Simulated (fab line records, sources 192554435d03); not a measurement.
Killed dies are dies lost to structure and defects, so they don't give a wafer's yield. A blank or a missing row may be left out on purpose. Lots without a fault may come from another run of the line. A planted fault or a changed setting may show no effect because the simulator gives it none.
Chamber matching | flow n5_finfet | N5_PASSIVATION_DESCUM_32 on rie_diel-01: 3 sister chambers
The step chemistry O2, time 7.9 s. 6 wafers are shown with their chamber, then 6 later ones without.

WAFERS WITH THEIR CHAMBER
wafer  | chamber | drypump_motor_current_A (A) | oes_product_au (a.u.)
L428.6 | 2       | 6.4                         | 0.87
L430.2 | 2       | 6.5                         | 0.87
L430.3 | 1       | 5.8                         | 0.87
L430.6 | 3       | 5.6                         | 0.76
L431.3 | 1       | 5.8                         | 0.89
L431.4 | 3       | 5.6                         | 0.76

WAFERS WITHOUT THEIR CHAMBER
wafer  | drypump_motor_current_A (A) | oes_product_au (a.u.)
L431.5 | 6.4                         | 0.86
L434.2 | 6.4                         | 0.85
L434.3 | 5.8                         | 0.86
L433.1 | 5.8                         | 0.86
L433.4 | 5.6                         | 0.76
L433.5 | 6.4                         | 0.85

WHICH CHAMBER EACH WENT THROUGH
wafer  | from the rows above | in truth
L431.5 | 2                   | 2
L434.2 | 2                   | 2
L434.3 | 1                   | 1
L433.1 | 1                   | 1
L433.4 | 3                   | 3
L433.5 | 2                   | 2
Placed correctly: 6 of 6. Can't be placed from these rows: 0. Placed wrongly: 0.
How it was worked out, from the rows above alone: a wafer's distance from a chamber is the root of the sum, over the readings, of the square of ((its reading less the chamber's mean) divided by the reading's scatter). The wafer belongs to the nearest chamber; if the next one is less than 2 further off, it can't be placed. A chamber's mean is the mean of its shown wafers. The scatter: the root of (the sum of the squares of (reading less its chamber's mean) over the shown wafers, divided by (wafers less chambers)).
